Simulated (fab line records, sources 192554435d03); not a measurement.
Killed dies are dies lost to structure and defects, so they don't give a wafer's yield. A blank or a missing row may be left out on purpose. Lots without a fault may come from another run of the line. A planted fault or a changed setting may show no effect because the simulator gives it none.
Problem report in the 8D (eight disciplines) form, filled by code | flow n5_finfet | the parts of the form that need people (team, actions taken, sign-off) are left out

1. THE PROBLEM
etch_rf_on_time_s at N5_FIN_CUT_ETCH_20 reads a mean of 54.3 s on 3 wafers of 3 lots; wafers without a fault read 43.4 s with a standard deviation of 1.1. That is +9.9 standard deviations from the usual mean.
The step: etches SiARC in CF4, target depth 26 nm, time 43.3 s.
First seen on wafer L822.4, day 4 14:03, on rie_diel-03. The record holds 27 wafers of 9 lots with a number at this step. Rule for "out", or "out of limits": more than 4 standard deviations from the usual mean. The other wafers with a number count as sound.

2. WHAT IT IS AND WHAT IT IS NOT
question                    | is                     | is not
which readings at this step | etch_rf_on_time_s      | drypump_motor_current_A, oes_product_au, rf_vpp_V, showerhead_plenum_p_Torr, throttle_valve_pct
which lots                  | L822, L824, L826       | L812, L814, L815, L825, L827, L835
which wafers of those lots  | L822.4, L824.4, L826.1 | L822.3, L822.6, L824.1, L824.3, L826.3, L826.4
read on which tools         | rie_diel-03            | rie_diel-01, rie_diel-06
when                        | from day 4 14:03       | up to then (11 sound wafers); but 13 sound wafers of L824, L825, L826, L827, L835 came after

3. SUSPECTS, AND WHAT RULES EACH OUT
Counting: a tool at a process step up to the reading stays a suspect if it ran every lot that is out. Sound lots after the first of them don't rule it out here, since some wafers of a struck lot are sound.
- rie_diel-03 at N5_FIN_CUT_DESCUM_13 (chemistry O2, time 7 s): kept. It ran every lot that is out, first L822 (day 4 14:00); its last sound lot up to then is L814 (day 2 15:02).
- rie_diel-03 at N5_FIN_CUT_ETCH_20 (etches SiARC in CF4, target depth 26 nm, time 43.3 s): kept. It ran every lot that is out, first L822 (day 4 14:03); its last sound lot up to then is L814 (day 2 15:05). Its own readings are out on those wafers: etch_rf_on_time_s.
- Within rie_diel-03 at N5_FIN_CUT_DESCUM_13: the wafers that are out ran in chamber 3; their sound lot-mates ran in chambers 0, 2.
- Within rie_diel-03 at N5_FIN_CUT_ETCH_20: the wafers that are out ran in chamber 3; their sound lot-mates ran in chambers 0, 2.
Left after counting: rie_diel-03 at N5_FIN_CUT_DESCUM_13, rie_diel-03 at N5_FIN_CUT_ETCH_20.

4. THE CAUSE (what the simulator had put in)
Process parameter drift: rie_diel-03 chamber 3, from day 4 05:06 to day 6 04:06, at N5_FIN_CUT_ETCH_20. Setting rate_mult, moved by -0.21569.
Counting left 2 suspects, and this tool is among them.

5. THE CHAIN OF EFFECTS, in route order
Each row: a reading whose mean over the struck wafers that have a number lies more than 3 standard deviations from the usual. Only readings for which the record gives a usual standard deviation are gone through. hours: the time from each lot's start at the first step in this table that gives one to its start at this step, as a median over the lots. sigmas: the change in usual standard deviations.
hours | step               | reading           | usual  | on struck wafers | change | sigmas
0     | N5_FIN_CUT_ETCH_20 | etch_rf_on_time_s | 43.4 s | 54.3             | +10.9  | +9.9
The process steps in it:
- N5_FIN_CUT_ETCH_20: etches SiARC in CF4, target depth 26 nm, time 43.3 s.
Later measuring or inspecting steps at which every struck wafer that the step has a row for has a number for every such reading, and none has moved that far: N5_BEOL_M4_RC_MEAS_101.

6. WHAT WOULD HAVE CAUGHT IT SOONER
In this record the first reading out of limits was taken at day 4 14:03, 9 hours after the fault began at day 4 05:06.
